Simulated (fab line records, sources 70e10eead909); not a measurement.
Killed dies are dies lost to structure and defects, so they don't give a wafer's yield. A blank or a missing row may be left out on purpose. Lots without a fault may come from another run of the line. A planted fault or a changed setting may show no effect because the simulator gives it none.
Which tool did it? | flow nand_harc | 7 lots, 21 wafers sampled, at 4 steps of a route of 1302

WHAT THE GAUGES READ, wafer by wafer
NHARC_A_M0_CD_MEAS_09: target cd 80 nm.
lot  | measured     | on        | cd_nm (nm)
L421 | day 23 13:26 | cd_sem-02 | 79.6 80.2 79.3
L423 | day 24 22:01 | cd_sem-03 | 80.5 79.4 78.6
L426 | day 25 22:18 | cd_sem-01 | 79.8 79.7 80.6
L430 | day 27 06:15 | cd_sem-02 | 79.0 80.5 79.6
L432 | day 28 03:49 | cd_sem-01 | 79.1 80.5 80.3
L433 | day 28 21:19 | cd_sem-02 | 80.4 79.8 79.7
L438 | day 31 03:01 | cd_sem-01 | 87.8 87.2 88.3 87.9 87.2 88.0

WHICH TOOL RAN EACH LOT (tool, then ch and the chambers of the sampled wafers, then the start)
lot  | NHARC_A_BLC_STRIP_29               | NHARC_A_BLC_ALD_23                  | NHARC_A_M0_PEB_07
L421 | rie_diel-11 ch 1,2,3, day 23 10:37 | ald_metal-03 ch 0,1,2, day 23 11:23 | litho_track-01 ch 0, day 23 13:21
L423 | rie_diel-11 ch 0,2,3, day 24 19:13 | ald_metal-01 ch 0,1,2, day 24 19:59 | litho_track-01 ch 0, day 24 21:56
L426 | rie_diel-07 ch 0,1,2, day 25 19:19 | ald_metal-02 ch 0,2,3, day 25 20:05 | litho_track-06 ch 0, day 25 22:13
L430 | rie_diel-09 ch 0,1,2, day 27 03:34 | ald_metal-02 ch 2,3, day 27 04:20   | litho_track-01 ch 0, day 27 06:10
L432 | rie_diel-11 ch 0,3, day 28 01:08   | ald_metal-02 ch 0,1,2, day 28 01:57 | litho_track-04 ch 0, day 28 03:44
L433 | rie_diel-07 ch 0,1,2, day 28 18:28 | ald_metal-03 ch 1,2,3, day 28 19:17 | litho_track-01 ch 0, day 28 21:14
L438 | rie_diel-07 ch 0,1,3, day 31 00:19 | ald_metal-03 ch 0,1, day 31 01:05   | litho_track-01 ch 0, day 31 02:55
- NHARC_A_BLC_STRIP_29: strips in CF4.
- NHARC_A_BLC_ALD_23: deposits TiN, target thk 3 nm, pulse time 1 s, ald cycles 150.
- NHARC_A_M0_PEB_07: peb time 65 s.

THE ANSWER, worked out from the rows above alone
Rule: what is usual is taken from the lots themselves. Put in order of their means at a reading, lots are off if they are a third of the lots or fewer, leave a main group of 4 or more, and stand apart from it by a gap of 3 or more times the standard deviation of the main group's means; of several such gaps the widest counts. A main group whose means are all the same, to the digits that the tables above print for the reading, isn't used. A lot without any number at a reading at which 4 lots or more have one is off too. The other lots that the step has rows for count as sound.
Off: L438, at NHARC_A_M0_CD_MEAS_09 (cd_nm). The main group: mean 79.8 nm, standard deviation 0.19.
A tool fits if, at a process step before that reading, it ran every lot that is off, and no sound lot after the first of them. The gauges at NHARC_A_M0_CD_MEAS_09 are tried like those tools. Can't be told from this: 4 tools fit, rie_diel-07 at NHARC_A_BLC_STRIP_29, ald_metal-03 at NHARC_A_BLC_ALD_23, litho_track-01 at NHARC_A_M0_PEB_07, cd_sem-01 at NHARC_A_M0_CD_MEAS_09.

WHAT THE SIMULATOR HAD PUT IN
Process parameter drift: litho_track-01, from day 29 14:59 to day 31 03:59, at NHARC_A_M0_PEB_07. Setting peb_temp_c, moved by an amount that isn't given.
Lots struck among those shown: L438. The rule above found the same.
